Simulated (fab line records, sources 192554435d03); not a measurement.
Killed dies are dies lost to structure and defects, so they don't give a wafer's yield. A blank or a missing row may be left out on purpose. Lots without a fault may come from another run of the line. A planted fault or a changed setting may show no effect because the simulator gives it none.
Which tool did it? | flow n5_finfet | 24 lots, 72 wafers sampled, at 1 step of a route of 1938

WHAT THE GAUGES READ, wafer by wafer
N5_BEOL_M1_INSPECT_30: inspects for defects (brightfield). Usual: raw_defect_count 369, standard deviation 96.
lot  | measured     | on                | raw_defect_count | flag
L074 | day 6 06:54  | defect_inspect-02 | 302 273 448      |
L075 | day 6 11:58  | defect_inspect-01 | 243 331 325      |
L077 | day 6 15:05  | defect_inspect-01 | 309 410 314      |
L076 | day 6 15:10  | defect_inspect-01 | 368 330 335      |
L078 | day 7 01:05  | defect_inspect-02 | 334 519 314      |
L079 | day 7 12:11  | defect_inspect-01 | 334 517 512      |
L080 | day 7 12:37  | defect_inspect-01 | 278 301 400      |
L081 | day 7 22:32  | defect_inspect-02 | 304 433 307      |
L082 | day 8 07:37  | defect_inspect-01 | 666 576 606      |
L083 | day 8 16:54  | defect_inspect-02 | 250 256 237      |
L085 | day 8 19:15  | defect_inspect-02 | 230 271 189      |
L084 | day 8 19:57  | defect_inspect-01 | 320 376 399      |
L086 | day 9 04:32  | defect_inspect-02 | 498 375 336      |
L087 | day 9 11:05  | defect_inspect-01 | 331 375 330      |
L088 | day 9 14:56  | defect_inspect-02 | 439 449 352      |
L089 | day 9 18:26  | defect_inspect-02 | 351 236 280      |
L090 | day 9 23:16  | defect_inspect-02 | 446 442 421      |
L091 | day 10 07:37 | defect_inspect-02 | 402 433 333      |
L092 | day 10 23:21 | defect_inspect-01 | 427 503 602      |
L093 | day 10 23:38 | defect_inspect-02 | 320 214 234      |
L094 | day 11 00:45 | defect_inspect-02 | 297 387 251      |
L095 | day 11 16:03 | defect_inspect-02 | 447 311 474      |
L096 | day 11 16:14 | defect_inspect-01 | 443 465 560      |
L097 | day 11 22:16 | defect_inspect-01 | 233 420 270      |

WHICH TOOL RAN EACH LOT (tool, then ch and the chambers of the sampled wafers, then the start)
The record holds no process step before these readings.

WHAT THE TOOLS THEMSELVES READ (means of the sampled wafers that have a number; where no wafer has one, the mark that the record gives instead)
The record holds no such reading with a usual standard deviation.

THE ANSWER, worked out from the rows above alone
Rule: a lot is off if the mean of its wafers that have a number lies more than 3 standard deviations from the usual mean. A lot without any number at a reading at which 4 lots or more have one is off too. The other lots that the step has rows for count as sound. The gauges are gone through in route order, then the tools' own readings, and for those a lot's mean is taken as printed above. The first step at which some lot is off is used, and at that step the reading that is off furthest; a lot without a number counts as furthest.
No lot is off at any reading shown: from this, nothing can be told.

WHAT THE SIMULATOR HAD PUT IN
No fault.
